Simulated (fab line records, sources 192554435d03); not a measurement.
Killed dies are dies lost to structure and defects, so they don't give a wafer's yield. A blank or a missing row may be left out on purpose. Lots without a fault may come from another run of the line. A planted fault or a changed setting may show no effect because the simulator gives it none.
Split-lot experiment | flow n5_finfet | 7 lots, 39 wafers read, on a route of 1938 steps

THE SPLIT
At N5_BEOL_M4_DEP_57 (deposits SiCN from 3MS/NH3, target thk 8 nm, time 14 s), the setting time_s was moved away from the recipe's 14 s on 15 of the 39 wafers read, by -58.9% to +44.4%. The other wafers ran this setting at the recipe's value.

The reading is taken at the split's own step.

THE READING
SiCN_of_BEOL_M4_DEP_57.thk_nm (the simulator's own value, which no gauge read), in nm, at N5_BEOL_M4_DEP_57 (deposits SiCN from 3MS/NH3, target thk 8 nm, time 14 s). The file gives no usual value for it. The 24 wafers here that ran the recipe average 8.1 nm, standard deviation 0.099 nm.

wafer  | tool, chamber at the split | time_s as run, s | against the recipe | SiCN_of_BEOL_M4_DEP_57.thk_nm, nm | against lot-mates on the recipe
L074.1 | pecvd-01, 0                | 10.78            | -23.0%             | 6                                 | -2.1
L074.2 | pecvd-01, 2                | 10.78            | -23.0%             | 6.2                               | -1.9
L074.5 | pecvd-01, 2                | 10.78            | -23.0%             | 6.2                               | -1.9
L074.3 | pecvd-01, 2,0              | 14               | recipe             | 8.2                               | -
L074.6 | pecvd-01, 2,0              | 14               | recipe             | 8.2                               | -
L074.4 | pecvd-01, 0                | 14               | recipe             | 8                                 | -
L077.1 | pecvd-03, 0                | 10.14            | -27.6%             | 5.8                               | -2.2
L077.2 | pecvd-03, 1,0,1            | 14               | recipe             | 8                                 | -
L077.4 | pecvd-03, 1,0,1            | 14               | recipe             | 8                                 | -
L077.6 | pecvd-03, 1,0,1            | 14               | recipe             | 8                                 | -
L077.3 | pecvd-03, 1,0              | 10.14            | -27.6%             | 6                                 | -2.0
L077.5 | pecvd-03, 1,0              | 10.14            | -27.6%             | 6                                 | -2.0
L078.1 | pecvd-04, 2,2,0            | 14               | recipe             | 8                                 | -
L078.4 | pecvd-04, 2,2,0            | 14               | recipe             | 8                                 | -
L078.5 | pecvd-04, 2,2,0            | 14               | recipe             | 8                                 | -
L078.2 | pecvd-04, 0,1,1            | 5.755            | -58.9%             | 3.4                               | -4.6
L078.3 | pecvd-04, 0,1,1            | 5.755            | -58.9%             | 3.4                               | -4.6
L078.6 | pecvd-04, 0,1,1            | 5.755            | -58.9%             | 3.4                               | -4.6
L076.1 | pecvd-01, 2,1,2            | 14               | recipe             | 8.2                               | -
L076.5 | pecvd-01, 2,1,2            | 14               | recipe             | 8.2                               | -
L076.6 | pecvd-01, 2,1,2            | 14               | recipe             | 8.2                               | -
L076.2 | pecvd-01, 0,1              | 20.22            | +44.4%             | 11.6                              | +3.4
L076.3 | pecvd-01, 0,1              | 20.22            | +44.4%             | 11.6                              | +3.4
L076.4 | pecvd-01, 0                | 20.22            | +44.4%             | 12                                | +3.8
L086.1 | pecvd-01, 1                | 14               | recipe             | 8                                 | -
L086.4 | pecvd-01, 2,1              | 14               | recipe             | 8.2                               | -
L086.6 | pecvd-01, 2,1              | 14               | recipe             | 8.2                               | -
L092.1 | pecvd-01, 0,2              | 6.187            | -55.8%             | 3.6                               | -4.6
L092.6 | pecvd-01, 0,2              | 6.187            | -55.8%             | 3.6                               | -4.6
L092.2 | pecvd-01, 1                | 6.187            | -55.8%             | 3.8                               | -4.4
L092.3 | pecvd-01, 2,1,0            | 14               | recipe             | 8.2                               | -
L092.4 | pecvd-01, 2,1,0            | 14               | recipe             | 8.2                               | -
L092.5 | pecvd-01, 2,1,0            | 14               | recipe             | 8.2                               | -
L097.1 | pecvd-04, 2,1,0,1,0,2      | 14               | recipe             | 8                                 | -
L097.2 | pecvd-04, 2,1,0,1,0,2      | 14               | recipe             | 8                                 | -
L097.3 | pecvd-04, 2,1,0,1,0,2      | 14               | recipe             | 8                                 | -
L097.4 | pecvd-04, 2,1,0,1,0,2      | 14               | recipe             | 8                                 | -
L097.5 | pecvd-04, 2,1,0,1,0,2      | 14               | recipe             | 8                                 | -
L097.6 | pecvd-04, 2,1,0,1,0,2      | 14               | recipe             | 8                                 | -
Where a row lists several chambers, the file gives one row for several wafers and doesn't say which wafer went through which chamber.

THE FIT
A straight line over all 39 wafers: SiCN_of_BEOL_M4_DEP_57.thk_nm changes by +0.0802 nm for each +1% of time_s; r = +1.00; the points scatter about the line by 0.12 nm.
The same after taking each lot's own level away (the mean of its wafers on the recipe; 39 wafers): +0.0796 nm for each +1%; r = +1.00; scatter 0.11 nm.
On that fit, the largest move of time_s shifts the reading by 4.7 nm.
The lots' own levels span 8.00 to 8.20 nm, that is 2.0 times the standard deviation above.
So the lot-to-lot level changes the slope little: the two slopes agree.
Check: with one of the wafers moved furthest among these (-58.9%) left out of the fit, the line predicts -4.7 nm for it against its lot-mates. It came out at -4.6 nm against them.

OTHER SPLITS ON THESE WAFERS
These wafers also went through other splits before the reading. Each is held against what the fit with the lots' levels taken away leaves over:
other split on the same wafers               | wafers away from the commonest value | r with SiCN_of_BEOL_M4_DEP_57.thk_nm (lot level and that fit taken away)
N5_FIN_SAQP_ETCH_65 time_s                   | 18                                   | +0.05
N5_STI_FIN_REVEAL_ETCHBACK_08 target_depth_a | 12                                   | -0.30
N5_HKMG_FIN_HK_ALD_01 ald_cycles             | 15                                   | +0.14
N5_BEOL_M0_SAQP_DESCUM_45 time_s             | 15                                   | -0.06

THE FILE'S OWN FIT
SiCN_of_BEOL_M4_DEP_57.thk_nm changes by +0.0796 nm for each +1% of time_s, r = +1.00.
